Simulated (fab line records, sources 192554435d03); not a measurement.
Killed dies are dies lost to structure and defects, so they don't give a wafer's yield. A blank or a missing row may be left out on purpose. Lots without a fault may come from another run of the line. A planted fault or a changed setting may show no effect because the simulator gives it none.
fab line records | flow n5_finfet
record lots=7 wafers=21
route steps=1938 shown PMOS_HMC_CHANNEL_EPI@59 FIN_SAQP@108 SD_EPI_N@263
start_h: hours from the record's first day to the start of the lot's first wafer shown | wait_h: hours since the lot's step before | " the same as in the row above | L1.1+2: a row that stands for several wafers | - no value, or no start given | * or withheld: withheld | < > ~ a bound
route shown NAME@n: a module of which the file shows steps, and the number in the route of the first | usual: mean/standard deviation of fault-free wafers | same: alike in all rows | chamber/n: place in a boat | sites: the reading at each site | _std_site: their standard deviation | _edge_site: outer sites' mean less inner sites' | radius_mm: how far each site lies from the wafer's centre | mask NAME#n: copy n | behind: the tool/chamber that last shaped the wafer | hold: why the lot was held/for how many hours/how that ended | device: the transistor (n, p or np) that didn't switch | end of line: the same wafers' tests at the end of the route | a step without rows: its recipe alone | killed: dies lost to structure and defects at the first sort, not the wafer's yield | map: a wafer's dies, x killed, . not, _ none there
set.NAME: the setting as run; set.NAME@STEP: as run at that earlier step | model.NAME: the simulator's own value behind a step, which no gauge read
lots whose settings were changed on purpose; a table a step, a row a wafer
## steps
# step N5_PMOS_HMC_CHANNEL_EPI_COAT_03
# recipe resist=CAR-ArF-block spin_rpm=1500 resist_thk_nm=205
# columns lot.wafer tool chamber start_h wait_h set.spin_rpm model.CAR-ArF-block_of_PMOS_HMC_CHANNEL_EPI_COAT_03.thk_nm
L074.1 litho_track-03 0 - - 1500 204.7
L074.3+6 " 0 " " 1500 205.7
L080.1 litho_track-04 0 - - 1500 205.7
L080.2 " 0 " " 1500 206
L080.6 " 0 " " 1500 205.4
L087.2 litho_track-03 0 - - 1500 204.7
L087.4 " 0 " " 1342 215.9
L087.5 " 0 " " 1500 204.4
L088.2 litho_track-01 0 - - 1437 210.3
L088.5 " 0 " " 1500 205.1
L088.6 " 0 " " 1500 205.5
L090.1 litho_track-03 0 - - 1500 205.7
L090.3 " 0 " " 1500 205.6
L090.6 " 0 " " 1500 205.9
L093.1 litho_track-04 0 - - 1549 202.3
L093.4 " 0 " " 1500 205.6
L093.6 " 0 " " 1500 205.1
L095.3 litho_track-04 0 - - 1500 204.6
L095.4 " 0 " " 1500 203.8
L095.6 " 0 " " 1388 211.5
# step N5_PMOS_HMC_CHANNEL_EPI_EXPOSE_06
# recipe mask_id=PMOS_HMC_BLK na=1.35 source_shape=conventional sigma_outer=0.8 polarization=unpolarized target_cd_nm=240 dose_mj=41
# columns lot.wafer tool chamber start_h wait_h mask set.dose_mj
L074.1+3+6 arfi_scanner-03 0 17.48 - PMOS_HMC_BLK#0 41
L080.1+2+6 arfi_scanner-02 0 53.17 - PMOS_HMC_BLK#0 41
L087.2+5 arfi_scanner-01 0 95.14 - PMOS_HMC_BLK#0 41
L087.4 " 0 " " PMOS_HMC_BLK#0 43.36
L088.2+6 arfi_scanner-01 0 102.23 - PMOS_HMC_BLK#0 43.44
L088.5 " 0 " " PMOS_HMC_BLK#0 41
L090.1+3+6 arfi_scanner-03 0 113.40 - PMOS_HMC_BLK#0 41
L093.1+4 arfi_scanner-03 0 131.63 - PMOS_HMC_BLK#0 43.98
L093.6 " 0 " " PMOS_HMC_BLK#0 41
L095.3 arfi_scanner-01 0 144.07 - PMOS_HMC_BLK#0 38.02
L095.4+6 " 0 " " PMOS_HMC_BLK#0 41
# step N5_PMOS_HMC_CHANNEL_EPI_PEB_07
# recipe peb_temp_c=110 peb_time_s=60 resist=CAR-ArF-block
# step N5_PMOS_HMC_CHANNEL_EPI_DEVELOP_08
# recipe develop_time_s=30 developer=TMAH resist=CAR-ArF-block dev_temp_c=23 rinse_liquid=diw dry=air_spin
# step N5_PMOS_HMC_CHANNEL_EPI_CD_MEAS_09
# recipe target_cd_nm=237.4 landing_energy_ev=500 detector=se_inlens
# usual cd_nm=237.0/0.8
# columns lot.wafer tool chamber start_h wait_h set.dose_mj@PMOS_HMC_CHANNEL_EPI_EXPOSE_06 cd_nm
L074.1 cd_sem-03 0 17.60 - 41 237.0
L074.3 " 0 " " 41 237.8
L074.6 " 0 " " 41 236.3
L080.1 cd_sem-03 0 53.29 - 41 237.3
L080.2 " 0 " " 41 237.5
L080.6 " 0 " " 41 238.9
L087.2 cd_sem-03 0 95.26 - 41 236.4
L087.4 " 0 " " 43.36 242.3
L087.5 " 0 " " 41 237.5
L088.2 cd_sem-03 0 102.35 - 43.44 242.4
L088.5 " 0 " " 41 237.4
L088.6 " 0 " " 43.44 242.3
L090.1 cd_sem-01 0 113.53 - 41 238.0
L090.3 " 0 " " 41 238.2
L090.6 " 0 " " 41 238.0
L093.1 cd_sem-03 0 131.75 - 43.98 242.9
L093.4 " 0 " " 43.98 242.7
L093.6 " 0 " " 41 237.3
L095.3 cd_sem-03 0 144.19 - 38.02 231.0
L095.4 " 0 " " 41 237.0
L095.6 " 0 " " 41 236.8
# step N5_PMOS_HMC_CHANNEL_EPI_DESCUM_14
# recipe chemistry=O2 time_s=7.9 source_power_w=50 bias_power_w=20 pressure_mtorr=20 rf_frequency_hz=2.712e+07 temp_c=40 resist=CAR-ArF-block o2_flow_sccm=225
# columns lot.wafer tool chamber start_h wait_h set.dose_mj@PMOS_HMC_CHANNEL_EPI_EXPOSE_06 model.PMOS_HMC_CHANNEL_EPI.cd_nm
L074.1 rie_diel-03 1 17.91 0.3 41 236.7
L074.3 " 0 " " 41 237.4
L074.6 " 0 " " 41 236.3
L080.1 rie_diel-03 1 53.38 0.0 41 237.6
L080.2 " 2 " " 41 237.4
L080.6 " 1 " " 41 238.5
L087.2 rie_diel-04 1 95.34 0.0 41 236.6
L087.4 " 2 " " 43.36 242.4
L087.5 " 1 " " 41 237.7
L088.2 rie_diel-05 2 102.47 0.0 43.44 242.2
L088.5 " 3 " " 41 237.6
L088.6 " 2 " " 43.44 242.3
L090.1 rie_diel-04 0 113.62 0.0 41 238
L090.3 " 1 " " 41 238.4
L090.6 " 3 " " 41 237.9
L093.1 rie_diel-03 2 132.03 0.2 43.98 243.1
L093.4 " 0 " " 43.98 242.7
L093.6 " 3 " " 41 237.3
L095.3 rie_diel-05 0 144.28 0.0 38.02 230.7
L095.4 " 3 " " 41 237
L095.6 " 2 " " 41 236.9
# step N5_PMOS_HMC_CHANNEL_EPI_ETCH_32
# recipe chemistry=N2/H2 target=BARC stop_on=SiO2 target_depth_a=858 over_etch_frac=0.3 time_s=50.3 ion_energy_ev=200 mask_material=CAR-ArF-block pressure_mtorr=30 source_w=840 bias_w=150 n2_flow_sccm=200 h2_flow_sccm=200
# columns lot.wafer tool chamber start_h wait_h set.spin_rpm@PMOS_HMC_CHANNEL_EPI_COAT_03 set.dose_mj@PMOS_HMC_CHANNEL_EPI_EXPOSE_06 model.CAR-ArF-block_of_PMOS_HMC_CHANNEL_EPI_COAT_03.thk_nm model.PMOS_HMC_CHANNEL_EPI.cd_nm
L074.1 rie_diel-03 1 17.95 0.0 1500 41 132.5 238.2
L074.3 " 0 " " 1500 41 134 239.6
L074.6 " 0 " " 1500 41 134.4 239
L080.1 rie_diel-03 1 53.42 0.0 1500 41 132.8 238.5
L080.2 " 2 " " 1500 41 135 239.8
L080.6 " 1 " " 1500 41 132.7 239.7
L087.2 rie_diel-04 1 95.38 0.0 1500 41 133 240.2
L087.4 " 2 " " 1342 43.36 142.9 245.8
L087.5 " 1 " " 1500 41 132.6 241.2
L088.2 rie_diel-05 2 102.51 0.0 1437 43.44 138.7 244.6
L088.5 " 3 " " 1500 41 133 240.3
L088.6 " 2 " " 1500 43.44 134.2 245.1
L090.1 rie_diel-04 0 113.66 0.0 1500 41 130.3 241.1
L090.3 " 1 " " 1500 41 133.1 241.5
L090.6 " 3 " " 1500 41 134.1 240.7
L093.1 rie_diel-03 2 132.07 0.0 1549 43.98 131.3 245.2
L093.4 " 0 " " 1500 43.98 134.2 246.7
L093.6 " 3 " " 1500 41 130.6 240.2
L095.3 rie_diel-05 0 144.31 0.0 1500 38.02 132 232.8
L095.4 " 3 " " 1500 41 131.4 240.5
L095.6 " 2 " " 1388 41 140.6 239.3
# step N5_PMOS_HMC_CHANNEL_EPI_HM_OPEN_15
# recipe chemistry=CHF3/O2 target=SiO2 mask_material=CAR-ArF-block target_depth_a=406 CHF3_flow_sccm=50 O2_flow_sccm=5 Ar_flow_sccm=200 time_s=20.3 pressure_mtorr=30 source_w=650 bias_w=170 ion_energy_ev=200
# step N5_PMOS_HMC_CHANNEL_EPI_STRIP_33
# recipe chemistry=N2/H2 power_w=500 temp_c=40 pressure_mtorr=50 rf_frequency_hz=6e+07 overash_fraction=0.3 bias_power_w=8 h2_frac=0.5 n2_flow_sccm=300 h2_flow_sccm=300
# step N5_PMOS_HMC_CHANNEL_EPI_STRIP_17
# recipe chemistry=SPM time_s=750 temp_c=130 h2so4_h2o2_vol_ratio=4 dry=ipa_marangoni
# step N5_PMOS_HMC_CHANNEL_EPI_ETCH_38
# recipe chemistry=CF4 target=SiO2 target_depth_a=15 ion_energy_ev=350 pressure_mtorr=10 icp_w=800 bias_w=400 cf4_flow_sccm=80
# columns lot.wafer tool chamber start_h wait_h set.dose_mj@PMOS_HMC_CHANNEL_EPI_EXPOSE_06 model.PMOS_HMC_CHANNEL_EPI.cd_nm
L074.1 rie_si-01 0 18.35 0.0 41 238.1
L074.3 " 2 " " 41 239.6
L074.6 " 2 " " 41 239
L080.1 rie_si-04 3 53.82 0.0 41 238.6
L080.2 " 0 " " 41 240
L080.6 " 1 " " 41 239.6
L087.2 rie_si-01 1 95.78 0.0 41 240.2
L087.4 " 2 " " 43.36 245.7
L087.5 " 1 " " 41 241.2
L088.2 rie_si-01 3 102.91 0.0 43.44 244.6
L088.5 " 0 " " 41 240.4
L088.6 " 3 " " 43.44 245.1
L090.1 rie_si-05 2 114.06 0.0 41 241.1
L090.3 " 0 " " 41 241.5
L090.6 " 3 " " 41 240.8
L093.1 rie_si-01 3 132.49 0.0 43.98 245.2
L093.4 " 0 " " 43.98 246.7
L093.6 " 3 " " 41 240
L095.3 rie_si-05 1 144.71 0.0 38.02 232.8
L095.4 " 2 " " 41 240.6
L095.6 " 2 " " 41 239.4
# step N5_FIN_SAQP_EXPOSE_13
# recipe mask_id=FIN_CORE na=1.35 source_shape=dipole sigma_inner=0.538 sigma_outer=0.738 polarization=te target_cd_nm=35.6 dose_mj=63.25
# columns lot.wafer tool chamber start_h wait_h mask set.dose_mj
L074.1 arfi_scanner-01 0 21.94 - FIN_CORE#0 63.25
L074.3+6 " 0 " " FIN_CORE#0 61.37
L080.1+2 arfi_scanner-02 0 58.17 - FIN_CORE#0 63.25
L080.6 " 0 " " FIN_CORE#0 66.28
L087.2+4+5 arfi_scanner-03 0 99.29 - FIN_CORE#0 63.25
L088.2 arfi_scanner-01 0 108.37 - FIN_CORE#0 65.55
L088.5+6 " 0 " " FIN_CORE#0 63.25
L090.1+3+6 arfi_scanner-03 0 118.28 - FIN_CORE#0 63.25
L093.1+4 arfi_scanner-01 0 136.30 - FIN_CORE#0 63.25
L093.6 " 0 " " FIN_CORE#0 60.18
L095.3+4 arfi_scanner-02 0 148.82 - FIN_CORE#0 65.6
L095.6 " 0 " " FIN_CORE#0 63.25
# step N5_FIN_SAQP_DEVELOP_15
# recipe develop_time_s=30 developer=TMAH resist=CAR-ArF dev_temp_c=23 rinse_liquid=diw dry=air_spin
# columns lot.wafer tool chamber start_h wait_h set.develop_time_s
L074.1+3+6 litho_track-02 0 - - 30
L080.1+2+6 litho_track-02 0 - - 30
L087.2 litho_track-02 0 - - 36.37
L087.4+5 " 0 " " 30
L088.2+5+6 litho_track-02 0 - - 30
L090.1+3+6 litho_track-02 0 - - 30
L093.1+4+6 litho_track-04 0 - - 30
L095.3+6 litho_track-02 0 - - 30
L095.4 " 0 " " 26.82
# step N5_FIN_SAQP_CD_MEAS_16
# recipe target_cd_nm=35.6 landing_energy_ev=500 detector=se_inlens
# usual cd_nm=35.6/0.35
# columns lot.wafer tool chamber start_h wait_h set.dose_mj@FIN_SAQP_EXPOSE_13 cd_nm
L074.1 cd_sem-01 0 22.07 - 63.25 35.5
L074.3 " 0 " " 61.37 37.2
L074.6 " 0 " " 61.37 36.5
L080.1 cd_sem-02 0 58.29 - 63.25 35.6
L080.2 " 0 " " 63.25 35.7
L080.6 " 0 " " 66.28 34.5
L087.2 cd_sem-01 0 99.42 - 63.25 35.1
L087.4 " 0 " " 63.25 35.4
L087.5 " 0 " " 63.25 35.6
L088.2 cd_sem-03 0 108.50 - 65.55 34.4
L088.5 " 0 " " 63.25 35.8
L088.6 " 0 " " 63.25 35.8
L090.1 cd_sem-01 0 118.41 - 63.25 36.0
L090.3 " 0 " " 63.25 35.5
L090.6 " 0 " " 63.25 35.9
L093.1 cd_sem-03 0 136.43 - 63.25 35.5
L093.4 " 0 " " 63.25 36.0
L093.6 " 0 " " 60.18 37.0
L095.3 cd_sem-03 0 148.94 - 65.6 34.9
L095.4 " 0 " " 65.6 34.8
L095.6 " 0 " " 63.25 36.0
# step N5_SD_EPI_N_COAT_33
# recipe resist=SiARC temp_c=220 time_s=60 spin_rpm=1500 resist_thk_nm=35
# columns lot.wafer tool chamber start_h wait_h set.spin_rpm model.SiARC_of_SD_EPI_N_COAT_33.thk_nm
L074.1 litho_track-05 0 - - 1500 35.2
L074.3 " 0 " " 1618 33.8
L074.6 " 0 " " 1500 35
L080.1+2+6 litho_track-03 0 - - 1500 35
L087.2+4+5 litho_track-05 0 - - 1500 34.8
L088.2 litho_track-05 0 - - 1500 35
L088.5 " 0 " " 1437 35.8
L088.6 " 0 " " 1437 35.6
L090.1+3 litho_track-05 0 - - 1500 35
L090.6 " 0 " " 1500 34.8
L093.1 litho_track-02 0 - - 1500 35
L093.4 " 0 " " 1500 35.2
L093.6 " 0 " " 1400 36.4
L095.3 litho_track-05 0 - - 1500 34.8
L095.4+6 " 0 " " 1388 36.4
# step N5_SD_EPI_N_PEB_07
# recipe peb_temp_c=110 peb_time_s=60 resist=CAR-ArF-block
# columns lot.wafer tool chamber start_h wait_h set.peb_temp_c
L074.1+6 litho_track-05 0 49.88 0.1 110
L074.3 " 0 " " 106.5
L080.1+6 litho_track-05 0 88.19 0.1 112.8
L080.2 " 0 " " 110
L087.2+5 litho_track-02 0 134.53 0.0 110
L087.4 " 0 " " 108.8
L088.2+5+6 litho_track-05 0 136.35 0.0 110
L090.1+3+6 litho_track-05 0 148.40 0.1 110
L093.1+4+6 litho_track-05 0 166.57 0.1 110
L095.3+4+6 litho_track-02 0 177.96 0.0 110
# step N5_SD_EPI_N_DEVELOP_08
# recipe develop_time_s=30 developer=TMAH resist=CAR-ArF-block dev_temp_c=23 rinse_liquid=diw dry=air_spin
# step N5_SD_EPI_N_CD_MEAS_09
# recipe target_cd_nm=120 landing_energy_ev=500 detector=se_inlens
# usual cd_nm=120.3/0.63
# columns lot.wafer tool chamber start_h wait_h set.peb_temp_c@SD_EPI_N_PEB_07 cd_nm
L074.1 cd_sem-02 0 49.94 - 110 121.1
L074.3 " 0 " " 106.5 110.3
L074.6 " 0 " " 110 120.4
L080.1 cd_sem-03 0 88.26 - 112.8 128.0
L080.2 " 0 " " 110 120.4
L080.6 " 0 " " 112.8 126.4
L087.2 cd_sem-01 0 134.60 - 110 119.5
L087.4 " 0 " " 108.8 116.8
L087.5 " 0 " " 110 119.7
L088.2 cd_sem-02 0 136.42 - 110 120.2
L088.5 " 0 " " 110 119.0
L088.6 " 0 " " 110 120.6
L090.1 cd_sem-02 0 148.47 - 110 120.1
L090.3 " 0 " " 110 120.5
L090.6 " 0 " " 110 120.5
L093.1 cd_sem-02 0 166.64 - 110 120.5
L093.4 " 0 " " 110 121.1
L093.6 " 0 " " 110 120.3
L095.3 cd_sem-02 0 178.02 - 110 120.2
L095.4 " 0 " " 110 120.6
L095.6 " 0 " " 110 119.5
# step N5_SD_EPI_N_DESCUM_14
# recipe chemistry=O2 time_s=7.9 source_power_w=50 bias_power_w=20 pressure_mtorr=20 rf_frequency_hz=2.712e+07 temp_c=40 resist=CAR-ArF-block o2_flow_sccm=225
# columns lot.wafer tool chamber start_h wait_h set.peb_temp_c@SD_EPI_N_PEB_07 model.SD_EPI_N.cd_nm
L074.1 rie_diel-06 2 50.05 0.1 110 121.2
L074.3 " 0 " " 106.5 110.4
L074.6 " 3 " " 110 119.8
L080.1 rie_diel-01 2 89.01 0.7 112.8 127.8
L080.2 " 1 " " 110 120.6
L080.6 " 0 " " 112.8 126.8
L087.2 rie_diel-01 0 134.71 0.0 110 119.6
L087.4 " 2 " " 108.8 116.6
L087.5 " 1 " " 110 119.4
L088.2 rie_diel-02 3 136.51 0.0 110 120.4
L088.5 " 1 " " 110 119.4
L088.6 " 2 " " 110 120.6
L090.1+6 rie_diel-06 2,3 148.55 0.0 110 120
L090.3 " 1 " " 110 120.4
L093.1 rie_diel-06 1 166.73 0.0 110 120.8
L093.4 " 0 " " 110 121
L093.6 " 0 " " 110 120.2
L095.3 rie_diel-01 0 178.11 0.0 110 120.2
L095.4 " 1 " " 110 120.6
L095.6 " 0 " " 110 119.6
# step N5_SD_EPI_N_ETCH_34
# recipe chemistry=CF4 target=SiARC target_depth_a=455 mask_material=CAR-ArF-block time_s=75.8 ion_energy_ev=80 pressure_mtorr=40 source_w=545 bias_w=36 Ar_flow_sccm=100 cf4_flow_sccm=100 ends=cleared
# columns lot.wafer tool chamber start_h wait_h set.spin_rpm@SD_EPI_N_COAT_33 set.peb_temp_c@SD_EPI_N_PEB_07 model.etch.depth_nm model.CAR-ArF-block_of_SD_EPI_N_COAT_03.thk_nm model.SD_EPI_N.cd_nm
L074.1 rie_diel-06 2 50.08 0.0 1500 110 35.14 111 121
L074.3 " 0 " " 1618 106.5 33.81 112.6 110
L074.6 " 3 " " 1500 110 35.05 111.2 119.6
L080.1 rie_diel-01 2 89.05 0.0 1500 112.8 35 111.4 127.8
L080.2 " 1 " " 1500 110 35.03 111.8 121
L080.6 " 0 " " 1500 112.8 35.03 111.2 127
L087.2 rie_diel-01 0 134.75 0.0 1500 110 34.73 111.4 119.6
L087.4 " 2 " " 1500 108.8 34.9 111.4 116.2
L087.5 " 1 " " 1500 110 34.83 111.6 119.4
L088.2 rie_diel-02 3 136.54 0.0 1500 110 35.01 110.8 120.4
L088.5 " 1 " " 1437 110 35.72 110.4 119.4
L088.6 " 2 " " 1437 110 35.69 109.4 120.6
L090.1 rie_diel-06 2 148.59 0.0 1500 110 34.94 111.2 119.8
L090.3 " 1 " " 1500 110 34.92 111.2 120.8
L090.6 " 3 " " 1500 110 34.88 111 120
L093.1 rie_diel-06 1 166.76 0.0 1500 110 34.95 110.8 121
L093.4 " 0 " " 1500 110 35.12 111.2 121.2
L093.6 " 0 " " 1400 110 36.31 109.6 120.4
L095.3 rie_diel-01 0 178.14 0.0 1500 110 34.9 110.8 120.2
L095.4 " 1 " " 1388 110 36.37 109.2 121
L095.6 " 0 " " 1388 110 36.31 109.8 119.6
# step N5_SD_EPI_N_ETCH_35
# recipe chemistry=N2/H2 target=SOC overetch_a=1080 mask_material=SiARC temp_c=40 ion_energy_ev=100 source_w=3000 bias_w=133 pressure_mtorr=20 time_s=486 n2_flow_sccm=200 h2_flow_sccm=200
# columns lot.wafer tool chamber start_h wait_h set.peb_temp_c@SD_EPI_N_PEB_07 model.SD_EPI_N.cd_nm
L074.1 rie_diel-06 2 50.14 0.0 110 121
L074.3 " 0 " " 106.5 109.4
L074.6 " 3 " " 110 120
L080.1 rie_diel-01 2 89.11 0.0 112.8 128.8
L080.2 " 1 " " 110 121.6
L080.6 " 0 " " 112.8 126.2
L087.2 rie_diel-01 0 134.80 0.0 110 118.2
L087.4 " 2 " " 108.8 115.4
L087.5 " 1 " " 110 120.2
L088.2 rie_diel-02 3 136.60 0.0 110 119.4
L088.5 " 1 " " 110 119.8
L088.6 " 2 " " 110 119.2
L090.1 rie_diel-06 2 148.65 0.0 110 118.8
L090.3 " 1 " " 110 119.8
L090.6 " 3 " " 110 121.6
L093.1 rie_diel-06 1 166.82 0.0 110 119.8
L093.4 " 0 " " 110 122.2
L093.6 " 0 " " 110 121.6
L095.3 rie_diel-01 0 178.20 0.0 110 120.6
L095.4 " 1 " " 110 122
L095.6 " 0 " " 110 119.8
# step N5_SD_EPI_N_ETCH_45
# recipe chemistry=CH3F/O2 target=SiOCN target_depth_a=60 mask_material=SOC ion_energy_ev=60 bias_w=29 pressure_mtorr=15 source_w=410 Ar_flow_sccm=150 CH3F_flow_sccm=30 O2_flow_sccm=20
# columns lot.wafer tool chamber start_h wait_h set.target_depth_a model.etch.depth_nm
L074.1 rie_diel-06 2 50.57 0.1 60 6.055
L074.3 " 0 " " 60 5.827
L074.6 " 3 " " 60 6.02
L080.1 rie_diel-01 2 89.53 0.1 60 6.045
L080.2 " 1 " " 60 5.988
L080.6 " 0 " " 60 5.885
L087.2 rie_diel-01 0 135.23 0.1 60 5.752
L087.4 " 2 " " 60 5.944
L087.5 " 1 " " 64 6.251
L088.2 rie_diel-02 3 137.02 0.1 60 5.903
L088.5 " 1 " " 60 5.708
L088.6 " 2 " " 60 5.886
L090.1 rie_diel-06 2 149.07 0.1 60 6.048
L090.3 " 1 " " 60 6.099
L090.6 " 3 " " 60 6.121
L093.1 rie_diel-06 1 167.24 0.1 60 6.056
L093.4 " 0 " " 63.55 6.343
L093.6 " 0 " " 63.55 6.337
L095.3 rie_diel-01 0 178.62 0.1 53.67 5.208
L095.4 " 1 " " 60 6.144
L095.6 " 0 " " 60 5.824
## key
split step=N5_PMOS_HMC_CHANNEL_EPI_COAT_03 setting=spin_rpm stated=1500 by=wafer
response step=N5_PMOS_HMC_CHANNEL_EPI_COAT_03 reading=model.CAR-ArF-block_of_PMOS_HMC_CHANNEL_EPI_COAT_03.thk_nm change=-1.05 per=1% r=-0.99
response step=N5_PMOS_HMC_CHANNEL_EPI_ETCH_32 reading=model.CAR-ArF-block_of_PMOS_HMC_CHANNEL_EPI_COAT_03.thk_nm change=-1.01 per=1% r=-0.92
split step=N5_PMOS_HMC_CHANNEL_EPI_EXPOSE_06 setting=dose_mj stated=41 by=wafer
response step=N5_PMOS_HMC_CHANNEL_EPI_CD_MEAS_09 reading=cd_nm change=+0.827 per=1% r=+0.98
response step=N5_PMOS_HMC_CHANNEL_EPI_DESCUM_14 reading=model.PMOS_HMC_CHANNEL_EPI.cd_nm change=+0.825 per=1% r=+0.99
response step=N5_PMOS_HMC_CHANNEL_EPI_ETCH_32 reading=model.PMOS_HMC_CHANNEL_EPI.cd_nm change=+0.865 per=1% r=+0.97
response step=N5_PMOS_HMC_CHANNEL_EPI_ETCH_38 reading=model.PMOS_HMC_CHANNEL_EPI.cd_nm change=+0.866 per=1% r=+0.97
split step=N5_FIN_SAQP_EXPOSE_13 setting=dose_mj stated=63.25 by=wafer
response step=N5_FIN_SAQP_CD_MEAS_16 reading=cd_nm change=-0.302 per=1% r=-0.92
split step=N5_FIN_SAQP_DEVELOP_15 setting=develop_time_s stated=30 by=wafer
response none clear
split step=N5_SD_EPI_N_COAT_33 setting=spin_rpm stated=1500 by=wafer
response step=N5_SD_EPI_N_COAT_33 reading=model.SiARC_of_SD_EPI_N_COAT_33.thk_nm change=-0.188 per=1% r=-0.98
response step=N5_SD_EPI_N_ETCH_34 reading=model.etch.depth_nm change=-0.18 per=1% r=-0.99
response step=N5_SD_EPI_N_ETCH_34 reading=model.CAR-ArF-block_of_SD_EPI_N_COAT_03.thk_nm change=+0.193 per=1% r=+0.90
split step=N5_SD_EPI_N_PEB_07 setting=peb_temp_c stated=110 by=wafer
response step=N5_SD_EPI_N_CD_MEAS_09 reading=cd_nm change=+3.01 per=1% r=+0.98
response step=N5_SD_EPI_N_DESCUM_14 reading=model.SD_EPI_N.cd_nm change=+2.94 per=1% r=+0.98
response step=N5_SD_EPI_N_ETCH_34 reading=model.SD_EPI_N.cd_nm change=+2.96 per=1% r=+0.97
response step=N5_SD_EPI_N_ETCH_35 reading=model.SD_EPI_N.cd_nm change=+3.06 per=1% r=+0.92
split step=N5_SD_EPI_N_ETCH_45 setting=target_depth_a stated=60 by=wafer
response step=N5_SD_EPI_N_ETCH_45 reading=model.etch.depth_nm change=+0.0658 per=1% r=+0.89
